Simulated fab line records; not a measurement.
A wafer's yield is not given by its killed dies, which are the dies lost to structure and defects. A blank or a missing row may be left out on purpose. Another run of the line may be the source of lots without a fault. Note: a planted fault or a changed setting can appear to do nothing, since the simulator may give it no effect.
Matching of chambers    flow n5Finfet    4 sister chambers for N5_BEOL_M0_SAQP_MANDREL2_REMOVE_110 on rieSi-02
The step chemistry HBr/Cl2/O2, target a-Si, stops on SiCN, bt time 10 s. 16 wafers are shown with their chamber, then 8 later ones without.

== WAFERS WITH THEIR CHAMBER ==
wafer   chamber  drypumpMotorCurrentA (A)  oesProductAu (a.u.)
L076.3  0        6.4                       0.985
L076.4  2        5.9                       1.018
L076.6  3        6.2                       0.953
L078.3  1        6.1                       0.971
L078.4  2        5.9                       1.008
L078.5  1        6.1                       0.978
L080.2  0        6.5                       0.984
L080.3  3        6.2                       0.951
L080.5  0        6.4                       0.995
L083.1  3        6.2                       0.938
L083.3  1        6.1                       0.978
L083.4  3        6.2                       0.950
L085.1  2        5.9                       0.991
L085.4  2        5.9                       1.001
L085.5  1        6.0                       0.971
L088.2  3        6.2                       0.958

SIGNATURES (means of the wafers above)
reading               chamber 0  chamber 1  chamber 2  chamber 3  scatter within a chamber
drypumpMotorCurrentA  6.433      6.075      5.900      6.200      0.0344
oesProductAu          0.98800    0.97450    1.00450    0.95000    0.0078
Rule: a wafer lies at a distance from a chamber equal to the root of the sum of squares, over the readings, of (its reading less the chamber's mean, divided by the reading's scatter). The wafer belongs to the nearest chamber; if the next one is less than 2 further off, it can't be placed. The scatter: the root of (the sum of the squares of (reading less its chamber's mean) over the shown wafers, divided by (wafers less chambers)).

== WAFERS WHOSE CHAMBER IS MISSING ==
wafer   drypumpMotorCurrentA (A)  oesProductAu (a.u.)
L088.3  6.1                       0.973
L088.4  6.4                       0.984
L090.1  6.2                       0.953
L090.3  6.1                       0.980
L090.4  5.9                       0.998
L096.3  5.9                       1.006
L096.4  6.5                       0.981
L096.5  5.9                       1.001

== WHICH CHAMBER EACH WENT THROUGH ==
wafer   from the rows above  in truth
L088.3  1                    1
L088.4  0                    0
L090.1  3                    3
L090.3  1                    1
L090.4  2                    2
L096.3  2                    2
L096.4  0                    0
L096.5  2                    2
Correct placement for 8 of the 8. From these rows, 0 cannot be placed. 0 placed wrongly.
